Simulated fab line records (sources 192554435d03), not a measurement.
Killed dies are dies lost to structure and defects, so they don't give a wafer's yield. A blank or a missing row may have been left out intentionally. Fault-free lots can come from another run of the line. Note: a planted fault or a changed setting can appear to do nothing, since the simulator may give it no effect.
Matching of chambers || flow n5_finfet || ald_metal-01 running N5_BEOL_M5_ALD_86: 4 sister chambers
The step deposits TaN, pulse time 2 s, purge time 3 s, co reactant purge time 2 s. 18 wafers are shown with their chamber, then 9 later ones without.

WAFERS WITH THEIR CHAMBER
{"wafer": "L074.2", "chamber": 3, "heater_power_w (W)": 419}
{"wafer": "L074.3", "chamber": 2, "heater_power_w (W)": 509}
{"wafer": "L074.6", "chamber": 3, "heater_power_w (W)": 427}
{"wafer": "L079.2", "chamber": 1, "heater_power_w (W)": 366}
{"wafer": "L079.4", "chamber": 3, "heater_power_w (W)": 424}
{"wafer": "L079.6", "chamber": 1, "heater_power_w (W)": 353}
{"wafer": "L085.2", "chamber": 0, "heater_power_w (W)": 428}
{"wafer": "L085.3", "chamber": 2, "heater_power_w (W)": 501}
{"wafer": "L085.6", "chamber": 0, "heater_power_w (W)": 432}
{"wafer": "L086.2", "chamber": 3, "heater_power_w (W)": 419}
{"wafer": "L086.3", "chamber": 2, "heater_power_w (W)": 516}
{"wafer": "L086.4", "chamber": 1, "heater_power_w (W)": 362}
{"wafer": "L090.2", "chamber": 2, "heater_power_w (W)": 516}
{"wafer": "L090.3", "chamber": 0, "heater_power_w (W)": 437}
{"wafer": "L090.4", "chamber": 3, "heater_power_w (W)": 422}
{"wafer": "L095.1", "chamber": 0, "heater_power_w (W)": 419}
{"wafer": "L095.4", "chamber": 2, "heater_power_w (W)": 518}
{"wafer": "L095.5", "chamber": 0, "heater_power_w (W)": 429}

SIGNATURES (means of the wafers above)
{"reading": "heater_power_w", "chamber 0": 429.00, "chamber 1": 360.33, "chamber 2": 512.00, "chamber 3": 422.20, "scatter within a chamber": 6.02}
Rule: for a wafer and a chamber, the distance is found by dividing, reading by reading, the gap between the wafer's reading and the chamber's mean by the reading's scatter, squaring, summing and taking the root. If the next closest chamber is less than 2 further off than the closest, the wafer can't be placed; otherwise it belongs to the closest. The scatter is the square root of a quotient: the sum, over the shown wafers, of each reading's squared deviation from its chamber's mean, divided by wafers minus chambers.

WAFERS WITHOUT THEIR CHAMBER
{"wafer": "L094.1", "heater_power_w (W)": 434}
{"wafer": "L094.2", "heater_power_w (W)": 423}
{"wafer": "L094.3", "heater_power_w (W)": 352}
{"wafer": "L097.1", "heater_power_w (W)": 359}
{"wafer": "L097.5", "heater_power_w (W)": 425}
{"wafer": "L097.6", "heater_power_w (W)": 417}
{"wafer": "L096.3", "heater_power_w (W)": 365}
{"wafer": "L096.5", "heater_power_w (W)": 512}
{"wafer": "L096.6", "heater_power_w (W)": 357}

WHICH CHAMBER EACH WENT THROUGH
{"wafer": "L094.1", "from the rows above": "can't be placed: 0 or 3", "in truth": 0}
{"wafer": "L094.2", "from the rows above": "can't be placed: 3 or 0", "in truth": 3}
{"wafer": "L094.3", "from the rows above": 1, "in truth": 1}
{"wafer": "L097.1", "from the rows above": 1, "in truth": 1}
{"wafer": "L097.5", "from the rows above": "can't be placed: 3 or 0", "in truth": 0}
{"wafer": "L097.6", "from the rows above": "can't be placed: 3 or 0", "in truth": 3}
{"wafer": "L096.3", "from the rows above": 1, "in truth": 1}
{"wafer": "L096.5", "from the rows above": 2, "in truth": 2}
{"wafer": "L096.6", "from the rows above": 1, "in truth": 1}
Placed correctly: 5 of 9. Not placeable from these rows: 4 (in 4, the candidates include the true chamber). Number placed wrongly: 0.
